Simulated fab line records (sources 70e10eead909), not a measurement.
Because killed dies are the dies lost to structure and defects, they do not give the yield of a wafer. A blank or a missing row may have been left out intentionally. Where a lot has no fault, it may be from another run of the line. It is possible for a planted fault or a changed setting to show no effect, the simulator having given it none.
Which tool is to blame? | flow nand-harc | 11 lots with 33 wafers sampled at 2 steps, on a route of 1302 steps

## WHAT EACH GAUGE READ, for each wafer
NHARC_P_STI_INSPECT_11.
lot  | measured     | on                | raw-defect-count
L331 | day 3 00:49  | defect-inspect-01 | 7 2 3
L333 | day 3 14:44  | defect-inspect-02 | 6 1 3
L334 | day 4 01:10  | defect-inspect-01 | 7 3 4
L338 | day 5 21:08  | defect-inspect-01 | 9 8 6
L339 | day 6 05:17  | defect-inspect-01 | 4 5 5
L341 | day 6 23:54  | defect-inspect-02 | 12 5 7
L344 | day 8 04:58  | defect-inspect-01 | 40 34 59
L346 | day 9 02:22  | defect-inspect-01 | 6 9 4
L352 | day 11 13:16 | defect-inspect-01 | 1 8 4
L353 | day 12 00:35 | defect-inspect-02 | 7 12 10
L354 | day 12 08:59 | defect-inspect-02 | 3 0 2

## TOOL THAT RAN EACH LOT (tool first, then ch and the chambers of the sampled wafers, then the start)
lot  | NHARC_P_STI_HM_DEP_30
L331 | lpcvd-02 ch 0, day 2 20:43
L333 | lpcvd-01 ch 0, day 3 10:35
L334 | lpcvd-01 ch 1, day 3 21:03
L338 | lpcvd-02 ch 1, day 5 16:54
L339 | lpcvd-01 ch 0, day 6 01:07
L341 | lpcvd-02 ch 0, day 6 19:39
L344 | lpcvd-02 ch 0, day 8 00:44
L346 | lpcvd-01 ch 1, day 8 22:10
L352 | lpcvd-02 ch 1, day 11 09:05
L353 | lpcvd-01 ch 0, day 11 20:23
L354 | lpcvd-01 ch 1, day 12 04:43
- NHARC_P_STI_HM_DEP_30: deposits Si3N4, target thk 80 nm, time 873 s.

## THE ANSWER, worked out from the rows above alone
Rule: the lots themselves supply what counts as usual. Put in order of their means at a reading, lots are off if they are a third of the lots or fewer, leave a main group of 4 or more, and stand apart from it by a gap of 3 or more times the standard deviation of the main group's means; of several such gaps the widest counts. A main group whose means are all the same, to the digits that the tables above print for the reading, isn't used. A lot without any number at a reading at which 4 lots or more have one is off too. Any other lot the step has rows for is counted as sound.
Off at NHARC_P_STI_INSPECT_11 (raw-defect-count): L344. Main group: mean 5, sd 2.3.
A tool fits if, at a process step before that reading, it ran every lot that is off, and no sound lot after the first of them. Those tools and the gauges at NHARC_P_STI_INSPECT_11 are tried in the same way. Not one of the candidates tried fits.

## WHAT HAD BEEN PUT IN BY THE SIMULATOR
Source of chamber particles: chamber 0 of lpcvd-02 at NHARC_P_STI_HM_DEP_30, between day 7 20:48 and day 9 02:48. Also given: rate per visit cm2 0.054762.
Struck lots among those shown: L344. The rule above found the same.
